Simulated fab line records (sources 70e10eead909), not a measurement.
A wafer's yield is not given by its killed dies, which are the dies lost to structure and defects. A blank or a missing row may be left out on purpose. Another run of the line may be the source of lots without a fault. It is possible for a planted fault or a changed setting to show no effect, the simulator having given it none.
fab line records	flow nandHarc
record: lots: 6	wafers: 18	lastDay: 32
route steps=1302 shown A_CONTACT@1045 END@1302
lots untouched by any fault: they come from a run of this same line in which no faults occurred
startH: start of the lot's first displayed wafer, in hours after the record's first day	waitH: how many hours have passed since the lot's step before this one	" unchanged from the row above	L1.1+2: a single row standing in for several wafers	- no value, or no start given	* or withheld: withheld	< > ~ a bound
route shown NAME@n: names a module that has steps shown in the file, with the first one's number in the route	usual: the fault-free wafers' mean and standard deviation	same: alike in all rows	chamber/n: place in a boat	sites: per-site readings	_std_site: the values' standard deviation	_edge_site: inner sites' mean taken away from outer sites' mean	radiusMm: for every site, how far away it sits from the centre of the wafer	mask NAME#n: copy n	behind: the tool/chamber that last shaped the wafer	hold: the reason the lot was held/the length of the hold in hours/how it ended	device: the n, p or np transistor that did not switch	end of line: tests of these same wafers at the route's end	a step without rows: its recipe alone	killed: at the first sort, the dies lost to defects and structure; wafer yield is something else	map: per-die view of a wafer (x killed, . not killed, _ where there is no die)
set.NAME: the setting the step ran with; set.NAME@STEP: the setting that earlier step ran with	model.NAME: the simulator's own value behind a step, which no gauge read
lots at selected steps of the route; one table per step, one row per wafer
services: a tool's chamber out of use, with start hour (startH, from the record's first day; less than 0 if before it), hours out, and reason
== steps ==
step: NHARC_A_CONTACT_ETCH_77
recipe: targetDepthA: 1089	timeS: 54.5	cf4FlowSccm: 100	chf3FlowSccm: 30	arFlowSccm: 0	rfW: 500	biasW: 200	chemistry: CF4/CHF3
usual: biasW: 200.0/0.59	cf4FlowSccm: 100.02/0.28	drypumpMotorCurrentA: 5.7/0.49	oesProductAu: 0.937/0.021	rfVppV: 372/3.2	showerheadPlenumPTorr: 1.61/0.092	throttleValvePct: 16.803/0.0087
lot.wafer	tool	chamber	startH	waitH	biasW	cf4FlowSccm	drypumpMotorCurrentA	oesProductAu	rfHoursCounterH	rfVppV	showerheadPlenumPTorr	throttleValvePct
L309.2	rieDiel-01	0	-	-	199.5	99.92	5.4	0.930	42	368	1.52	16.806
L309.3	"	1	"	"	199.5	99.93	5.8	0.923	46	368	1.50	16.801
L309.6	"	3	"	"	200.4	100.28	6.8	0.913	-	374	1.69	16.808
L314.2	rieDiel-11	1	-	-	199.5	100.26	5.5	0.925	19	375	1.69	16.799
L314.4	"	3	"	"	200.1	99.69	5.6	0.919	19	374	1.69	16.804
L314.6	"	1	"	"	199.9	99.73	5.5	0.920	-	374	1.69	16.804
L318.2	rieDiel-11	3	-	-	199.9	99.97	5.6	0.923	26	376	1.69	16.805
L318.3	"	1	"	"	200.4	99.85	5.5	0.923	26	374	1.69	16.811
L318.6	"	3	"	"	200.0	100.08	5.6	0.920	-	375	1.69	16.790
L319.3	rieDiel-04	3	-	-	200.5	100.29	5.4	0.926	22	368	1.52	16.789
L319.4	"	1	"	"	199.8	99.60	5.0	0.932	24	374	1.69	16.805
L319.6	"	0	"	"	199.8	100.11	5.7	0.915	-	374	1.65	16.815
L325.1	rieDiel-04	1	-	-	200.3	99.79	5.0	0.934	46	375	1.69	16.816
L325.5	"	1	"	"	200.0	100.07	5.0	0.932	-	374	1.69	16.827
L325.6	"	2	"	"	198.6	99.94	5.4	0.925	-	366	1.46	16.788
L328.4	rieDiel-11	1	-	-	200.0	99.75	5.5	0.964	12	374	1.69	16.810
L328.3	"	3	"	"	199.8	99.78	5.6	0.984	14	375	1.69	16.808
L328.6	"	0	"	"	199.3	99.50	6.3	0.962	-	369	1.49	16.804
step: NHARC_A_CONTACT_ETCH_78
recipe: targetDepthA: 53000	overEtchFrac: 0.3	timeS: 1378	ionEnergyEv: 150	o2FlowSccm: 400	cosFlowSccm: 20	arFlowSccm: 0	rfW: 500	biasW: 300	chemistry: O2/COS
step: NHARC_A_CONTACT_ETCH_124
recipe: sourceW: withheld	pressureMtorr: 20	biasV: withheld	timeS: 140	targetDepthA: 7000	arFlowSccm: withheld	c4f8FlowSccm: withheld	o2FlowSccm: withheld	chemistry: C4F8/O2/Ar
step: NHARC_A_CONTACT_ETCH_125
recipe: sourceW: withheld	pressureMtorr: 20	biasV: 3000	timeS: 197	targetDepthA: 19180	arFlowSccm: withheld	c4f8FlowSccm: withheld	o2FlowSccm: withheld	chemistry: C4F8/O2/Ar
usual: chamberPressureMTorr: 20.001/0.019	oesAirLineAu: 0.998/0.02
lot.wafer	tool	chamber	startH	waitH	chamberPressureMTorr	oesAirLineAu	rfHoursCounterH
L309.2	harCapEtch-03	0	522.27	0.2	20.007	1.017	45
L309.3	"	0	"	"	19.992	0.995	-
L309.6	"	0	"	"	19.953	1.005	-
L314.2	harCapEtch-02	0	568.41	0.2	20.024	0.982	93
L314.4	"	0	"	"	20.006	1.032	-
L314.6	"	1	"	"	19.995	0.967	-
L318.2	harCapEtch-03	0	605.71	0.2	20.002	0.988	60
L318.3	"	1	"	"	20.018	1.013	-
L318.6	"	1	"	"	19.987	0.992	-
L319.4	harCapEtch-01	0	622.64	0.2	20.014	0.987	-
L319.3	"	1	"	"	19.995	1.033	-
L319.6	"	1	"	"	20.028	1.019	-
L325.1	harCapEtch-01	1	700.05	0.2	19.993	1.003	34
L325.6	"	0	"	"	19.991	1.035	-
L325.5	"	1	"	"	20.011	0.980	-
L328.3	harCapEtch-03	0	713.04	0.2	19.983	0.988	-
L328.4	"	1	"	"	20.011	0.970	-
L328.6	"	0	"	"	19.996	0.977	-
step: NHARC_A_CONTACT_ETCH_126
recipe: sourceW: withheld	pressureMtorr: 20	biasV: 3000	timeS: 197	targetDepthA: 19180	arFlowSccm: withheld	c4f8FlowSccm: withheld	o2FlowSccm: withheld	chemistry: C4F8/O2/Ar
step: NHARC_A_CONTACT_ETCH_127
recipe: sourceW: withheld	pressureMtorr: 20	biasV: 3000	timeS: 197	targetDepthA: 19180	arFlowSccm: withheld	c4f8FlowSccm: withheld	o2FlowSccm: withheld	chemistry: C4F8/O2/Ar
step: NHARC_A_CONTACT_ETCH_128
recipe: sourceW: withheld	pressureMtorr: 20	biasV: 3000	timeS: 197	targetDepthA: 19180	arFlowSccm: withheld	c4f8FlowSccm: withheld	o2FlowSccm: withheld	chemistry: C4F8/O2/Ar
usual: chamberPressureMTorr: 20.000/0.019	oesAirLineAu: 0.999/0.018
lot.wafer	tool	chamber	startH	waitH	chamberPressureMTorr	oesAirLineAu	rfHoursCounterH
L309.2	harCapEtch-03	0	522.79	0.1	20.023	0.976	45
L309.3	"	0	"	"	19.992	0.988	-
L309.6	"	0	"	"	19.999	0.954	-
L314.2	harCapEtch-02	0	568.95	0.1	19.960	1.011	94
L314.4	"	0	"	"	20.004	1.015	-
L314.6	"	1	"	"	19.992	1.012	-
L318.2	harCapEtch-03	0	606.24	0.1	20.042	1.015	60
L318.3	"	1	"	"	19.995	1.009	-
L318.6	"	1	"	"	20.001	0.996	-
L319.4	harCapEtch-01	0	623.17	0.1	19.998	1.027	-
L319.3	"	1	"	"	20.015	1.002	-
L319.6	"	1	"	"	20.004	0.991	-
L325.1	harCapEtch-01	1	700.58	0.1	19.986	0.972	35
L325.6	"	0	"	"	19.992	0.992	-
L325.5	"	1	"	"	20.017	1.011	-
L328.3	harCapEtch-03	0	713.56	0.1	19.975	0.989	-
L328.4	"	1	"	"	20.011	0.990	-
L328.6	"	0	"	"	20.007	0.994	-
step: NHARC_A_CONTACT_ETCH_129
recipe: sourceW: withheld	pressureMtorr: 20	biasV: 3000	timeS: 197	targetDepthA: 19180	arFlowSccm: withheld	c4f8FlowSccm: withheld	o2FlowSccm: withheld	chemistry: C4F8/O2/Ar
step: NHARC_A_CONTACT_ETCH_130
recipe: sourceW: withheld	pressureMtorr: 20	biasV: 3000	timeS: 197	targetDepthA: 19180	arFlowSccm: withheld	c4f8FlowSccm: withheld	o2FlowSccm: withheld	chemistry: C4F8/O2/Ar
usual: chamberPressureMTorr: 20.000/0.017	oesAirLineAu: 1.002/0.021
lot.wafer	tool	chamber	startH	waitH	chamberPressureMTorr	oesAirLineAu	rfHoursCounterH
L309.2	harCapEtch-03	0	523.15	0.1	20.003	1.016	45
L309.3	"	0	"	"	20.001	1.026	-
L309.6	"	0	"	"	19.996	0.984	-
L314.2	harCapEtch-02	0	569.30	0.1	20.000	1.039	94
L314.4	"	0	"	"	20.028	0.993	-
L314.6	"	1	"	"	19.958	1.005	-
L318.2	harCapEtch-03	0	606.59	0.1	19.985	1.000	61
L318.3	"	1	"	"	19.988	1.034	-
L318.6	"	1	"	"	19.969	1.035	-
L319.4	harCapEtch-01	0	623.52	0.1	19.973	0.994	-
L319.3	"	1	"	"	20.016	1.002	-
L319.6	"	1	"	"	20.023	0.959	-
L325.1	harCapEtch-01	1	700.93	0.1	19.983	1.008	35
L325.6	"	0	"	"	20.031	1.023	-
L325.5	"	1	"	"	19.997	0.998	-
L328.3	harCapEtch-03	0	713.92	0.1	20.018	1.003	-
L328.4	"	1	"	"	19.995	1.003	-
L328.6	"	0	"	"	19.991	1.008	-
step: NHARC_A_CONTACT_ETCH_131
recipe: sourceW: withheld	pressureMtorr: 20	biasV: 3000	timeS: 197	targetDepthA: 19180	arFlowSccm: withheld	c4f8FlowSccm: withheld	o2FlowSccm: withheld	chemistry: C4F8/O2/Ar
usual: chamberPressureMTorr: 19.999/0.017	oesAirLineAu: 1.001/0.019
lot.wafer	tool	chamber	startH	waitH	chamberPressureMTorr	oesAirLineAu	rfHoursCounterH
L309.2	harCapEtch-03	0	523.32	0.1	19.982	0.981	46
L309.3	"	0	"	"	19.993	0.980	-
L309.6	"	0	"	"	20.003	1.002	-
L314.2	harCapEtch-02	0	569.47	0.1	19.999	0.995	94
L314.4	"	0	"	"	19.998	0.993	-
L314.6	"	1	"	"	20.004	0.987	-
L318.2	harCapEtch-03	0	606.77	0.1	20.007	0.999	61
L318.3	"	1	"	"	20.025	1.012	-
L318.6	"	1	"	"	20.004	0.980	-
L319.4	harCapEtch-01	0	623.70	0.1	20.015	1.017	-
L319.3	"	1	"	"	20.006	1.027	-
L319.6	"	1	"	"	20.001	1.022	-
L325.1	harCapEtch-01	1	701.10	0.1	20.013	1.019	35
L325.6	"	0	"	"	20.002	0.998	-
L325.5	"	1	"	"	19.975	1.005	-
L328.3	harCapEtch-03	0	714.10	0.1	20.007	0.989	-
L328.4	"	1	"	"	20.016	0.999	-
L328.6	"	0	"	"	19.975	1.007	-
step: NHARC_A_CONTACT_ETCH_132
recipe: sourceW: withheld	pressureMtorr: 20	biasV: 3000	timeS: 197	targetDepthA: 19240	arFlowSccm: withheld	c4f8FlowSccm: withheld	o2FlowSccm: withheld	chemistry: C4F8/O2/Ar
step: NHARC_A_CONTACT_ETCH_133
recipe: sourceW: withheld	pressureMtorr: 20	biasV: 400	timeS: 374	targetDepthA: 16100	arFlowSccm: withheld	c4f8FlowSccm: 11.5	o2FlowSccm: 7.2	chemistry: C4F8/O2/Ar
step: NHARC_A_CONTACT_ETCH_91
recipe: targetDepthA: 400	overEtchFrac: 0.5	timeS: 85.7	ionEnergyEv: 120	ch3fFlowSccm: 50	o2FlowSccm: 30	arFlowSccm: 200	rfW: 500	biasW: 100	chemistry: CH3F/O2
usual: biasW: 100.0/0.31	ch3fFlowSccm: 49.99/0.16	drypumpMotorCurrentA: 5.6/0.46	oesProductAu: 0.94/0.031	rfVppV: 245.3/2.1	showerheadPlenumPTorr: 2.53/0.15	throttleValvePct: 20.662/0.0093
lot.wafer	tool	chamber	startH	waitH	biasW	ch3fFlowSccm	drypumpMotorCurrentA	oesProductAu	rfHoursCounterH	rfVppV	showerheadPlenumPTorr	throttleValvePct
L309.2	rieDiel-01	0	524.46	0.7	100.3	49.82	5.4	0.92	43	242.0	2.37	20.680
L309.3	"	1	"	"	100.2	49.88	5.8	0.91	47	242.0	2.35	20.643
L309.6	"	1	"	"	100.2	49.94	5.8	0.92	-	242.3	2.35	20.680
L314.2	rieDiel-11	0	570.60	0.7	100.5	50.06	6.3	0.93	21	242.2	2.33	20.669
L314.4	"	2	"	"	100.0	49.74	5.1	0.94	19	247.2	2.64	20.657
L314.6	"	1	"	"	99.8	49.73	5.5	0.92	-	248.3	2.65	20.674
L318.2	rieDiel-11	2	607.88	0.6	100.2	49.88	5.1	0.95	26	245.9	2.64	20.666
L318.3	"	1	"	"	99.9	50.13	5.5	0.93	26	246.7	2.65	20.663
L318.6	"	3	"	"	100.4	49.86	5.6	0.94	-	246.4	2.65	20.656
L319.4	rieDiel-11	1	624.78	0.6	100.0	50.12	5.5	1.01	0	247.2	2.65	20.675
L319.3	"	2	"	"	99.7	49.81	5.1	1.01	0	246.6	2.64	20.650
L319.6	"	2	"	"	99.3	50.02	5.1	1.01	-	246.3	2.64	20.658
L325.1	rieDiel-01	1	702.26	0.7	-	-	-	-	-	-	-	-
L325.5	"	2	"	"	-	-	-	-	-	-	-	-
L325.6	"	3	"	"	-	-	-	-	-	-	-	-
L328.3	rieDiel-01	2	715.19	0.6	-	-	-	-	-	-	-	-
L328.4	"	0	"	"	-	-	-	-	-	-	-	-
L328.6	"	1	"	"	-	-	-	-	-	-	-	-
step: NHARC_A_CONTACT_ETCH_97
recipe: targetDepthA: 200	overEtchFrac: 0.5	timeS: 10	ionEnergyEv: 250	c4f6FlowSccm: 25	o2FlowSccm: 20	arFlowSccm: 500	rfW: 600	biasW: 500	chemistry: C4F6/O2
step: NHARC_END_SORT_01
recipe: tempC: 25
usual: killedAtArray: 61/23	killedAtOther: 1.3/1.4	killedAtPeriphery: 4.0/2.6	killedDies: 66/22	killedOpen: 3.4/1.8	killedShort: 2.3/1.4
same: grossDies: 677
lot.wafer	tool	chamber	startH	waitH	killedAtArray	killedAtOther	killedAtPeriphery	killedDies	killedOpen	killedShort
L325.1	prober-02	0	765.01	2.5	668	0	9	677	1	5
L325.5	prober-02	0	768.20	3.7	668	0	9	677	3	4
L325.6	prober-02	0	769.00	4.0	671	0	6	677	1	3
L328.3	prober-01	0	773.12	3.1	674	3	0	677	7	3
L328.4	prober-01	0	773.92	3.4	672	0	5	677	2	0
L328.6	prober-01	0	775.53	4.0	672	1	4	677	3	5
killed by level:class
L325.1 A_CONTACT:areaEtch=607 A_SLIT:chamberFilmFlake=23 A_CHANNEL_HOLE_D2:chamberFilmFlake=18 A_CHANNEL_HOLE_D1:chamberFilmFlake=9 P_CONTACT:chamberFilmFlake=5 A_CONTACT:chamberFilmFlake=4 A_ONON_D2:geometricParticle:short=2 P_STI:chamberFilmFlake=2
L325.5 A_CONTACT:areaEtch=602 A_SLIT:chamberFilmFlake=25 A_CHANNEL_HOLE_D2:chamberFilmFlake=20 A_CHANNEL_HOLE_D1:chamberFilmFlake=9 P_CONTACT:chamberFilmFlake=4 A_CONTACT:chamberFilmFlake=3 P_GATE:chamberFilmFlake=2 A_ZERO_WELL:chamberFilmFlake=2
L325.6 A_CONTACT:areaEtch=602 A_SLIT:chamberFilmFlake=26 A_CHANNEL_HOLE_D2:chamberFilmFlake=25 A_CHANNEL_HOLE_D1:chamberFilmFlake=9 P_CONTACT:chamberFilmFlake=4 A_CONTACT:chamberFilmFlake=3 A_ONON_D2:geometricParticle:short=2 P_CONTACT:geometricParticle:short=1
L328.3 A_CONTACT:areaEtch=617 A_CHANNEL_HOLE_D2:chamberFilmFlake=20 A_CHANNEL_HOLE_D1:chamberFilmFlake=12 A_SLIT:chamberFilmFlake=5 A_CONTACT:chamberFilmFlake=5 A_M1:chamberFilmFlake=5 THIN_TSV:chamberFilmFlake=3 A_STAIRCASE:geometricParticle:open=2
L328.4 A_CONTACT:areaEtch=621 A_CHANNEL_HOLE_D2:chamberFilmFlake=26 A_CHANNEL_HOLE_D1:chamberFilmFlake=9 A_SLIT:chamberFilmFlake=9 A_M1:chamberFilmFlake=4 P_GATE:chamberFilmFlake=3 P_M0:geometricParticle:open=1 A_ONON_D1:geometricParticle:open=1
L328.6 A_CONTACT:areaEtch=613 A_CHANNEL_HOLE_D2:chamberFilmFlake=32 A_CHANNEL_HOLE_D1:chamberFilmFlake=7 A_SLIT:chamberFilmFlake=6 A_CONTACT:chamberFilmFlake=3 A_M1:chamberFilmFlake=3 A_ONON_D1:geometricParticle:short=2 P_GATE:geometricParticle:short=1
map L325.1 (x killed, . not)
____________x____________
_________xxxxxxx_________
_______xxxxxxxxxxx_______
______xxxxxxxxxxxxx______
_____xxxxxxxxxxxxxxx_____
____xxxxxxxxxxxxxxxxx____
____xxxxxxxxxxxxxxxxx____
___xxxxxxxxxxxxxxxxxxx___
___xxxxxxxxxxxxxxxxxxx___
__xxxxxxxxxxxxxxxxxxxxx__
__xxxxxxxxxxxxxxxxxxxxx__
_xxxxxxxxxxxxxxxxxxxxxxx_
_xxxxxxxxxxxxxxxxxxxxxxx_
_xxxxxxxxxxxxxxxxxxxxxxx_
_xxxxxxxxxxxxxxxxxxxxxxx_
_xxxxxxxxxxxxxxxxxxxxxxx_
xxxxxxxxxxxxxxxxxxxxxxxxx
xxxxxxxxxxxxxxxxxxxxxxxxx
xxxxxxxxxxxxxxxxxxxxxxxxx
xxxxxxxxxxxxxxxxxxxxxxxxx
xxxxxxxxxxxxxxxxxxxxxxxxx
_xxxxxxxxxxxxxxxxxxxxxxx_
_xxxxxxxxxxxxxxxxxxxxxxx_
_xxxxxxxxxxxxxxxxxxxxxxx_
_xxxxxxxxxxxxxxxxxxxxxxx_
_xxxxxxxxxxxxxxxxxxxxxxx_
__xxxxxxxxxxxxxxxxxxxxx__
__xxxxxxxxxxxxxxxxxxxxx__
___xxxxxxxxxxxxxxxxxxx___
___xxxxxxxxxxxxxxxxxxx___
____xxxxxxxxxxxxxxxxx____
____xxxxxxxxxxxxxxxxx____
_____xxxxxxxxxxxxxxx_____
______xxxxxxxxxxxxx______
_______xxxxxxxxxxx_______
_________xxxxxxx_________
____________x____________
map L328.3 (x killed, . not)
____________x____________
_________xxxxxxx_________
_______xxxxxxxxxxx_______
______xxxxxxxxxxxxx______
_____xxxxxxxxxxxxxxx_____
____xxxxxxxxxxxxxxxxx____
____xxxxxxxxxxxxxxxxx____
___xxxxxxxxxxxxxxxxxxx___
___xxxxxxxxxxxxxxxxxxx___
__xxxxxxxxxxxxxxxxxxxxx__
__xxxxxxxxxxxxxxxxxxxxx__
_xxxxxxxxxxxxxxxxxxxxxxx_
_xxxxxxxxxxxxxxxxxxxxxxx_
_xxxxxxxxxxxxxxxxxxxxxxx_
_xxxxxxxxxxxxxxxxxxxxxxx_
_xxxxxxxxxxxxxxxxxxxxxxx_
xxxxxxxxxxxxxxxxxxxxxxxxx
xxxxxxxxxxxxxxxxxxxxxxxxx
xxxxxxxxxxxxxxxxxxxxxxxxx
xxxxxxxxxxxxxxxxxxxxxxxxx
xxxxxxxxxxxxxxxxxxxxxxxxx
_xxxxxxxxxxxxxxxxxxxxxxx_
_xxxxxxxxxxxxxxxxxxxxxxx_
_xxxxxxxxxxxxxxxxxxxxxxx_
_xxxxxxxxxxxxxxxxxxxxxxx_
_xxxxxxxxxxxxxxxxxxxxxxx_
__xxxxxxxxxxxxxxxxxxxxx__
__xxxxxxxxxxxxxxxxxxxxx__
___xxxxxxxxxxxxxxxxxxx___
___xxxxxxxxxxxxxxxxxxx___
____xxxxxxxxxxxxxxxxx____
____xxxxxxxxxxxxxxxxx____
_____xxxxxxxxxxxxxxx_____
______xxxxxxxxxxxxx______
_______xxxxxxxxxxx_______
_________xxxxxxx_________
____________x____________
== services ==
tool	chamber	startH	hours	kind
rieDiel-04	0	508.72	4.9	repair
harCapEtch-01	0	514.00	-	clean
harCapEtch-01	1	514.00	-	clean
rieDiel-11	0	515.18	-	clean
rieDiel-11	1	515.18	-	clean
rieDiel-11	2	515.18	-	clean
rieDiel-11	3	515.18	-	clean
rieDiel-11	3	518.81	2.8	repair
rieDiel-04	-	533.00	9.0	pm
rieDiel-11	0	539.68	-	clean
rieDiel-11	1	539.68	-	clean
rieDiel-11	2	539.68	-	clean
rieDiel-11	3	539.68	-	clean
rieDiel-01	-	557.93	9.0	pm
rieDiel-11	0	564.18	-	clean
rieDiel-11	1	564.18	-	clean
rieDiel-11	2	564.18	-	clean
rieDiel-11	3	564.18	-	clean
rieDiel-11	0	588.68	-	clean
rieDiel-01	1	598.73	6.5	repair
rieDiel-11	-	609.50	9.0	pm
rieDiel-01	3	640.82	3.7	repair
rieDiel-11	1	656.67	20.0	repair
rieDiel-04	-	710.00	9.0	pm
== key ==
firstSign: step: NHARC_A_CONTACT_ETCH_91	reading: toolRecord	direction: missing
effect: step: NHARC_END_SORT_01	reading: killedDies	direction: up	sigmas: 27	usual: 66	struck: 677
moreKillsBornAt: NHARC_A_CONTACT_ETCH_91@rieDiel-01: 3665
metAt NHARC_A_CONTACT_ETCH_91
struckWafers L325.1,L325.5,L325.6,L328.3,L328.4,L328.6
laterRowsLeftOut L325.1,L325.5,L325.6,L328.3,L328.4,L328.6
testerLeftOut L325,L328
onsetBetween 524.46 702.26
fault: kind: skippedStepWhole	tool: rieDiel-01	chamber: -	onsetH: 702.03	steps: NHARC_A_CONTACT_ETCH_91	scope: struckLotsOnly
testerLeftOut: of these lots the tester's yield and bins aren't shown, on N5 and GAA mostly nor the transistor test; their killed dies are dies lost to structure and defects alone, not to doping, threshold or leakage, so they don't give the yield
laterRowsLeftOut: the simulator's readings of these wafers behind a module that went badly wrong aren't trusted and aren't shown, but for the sort
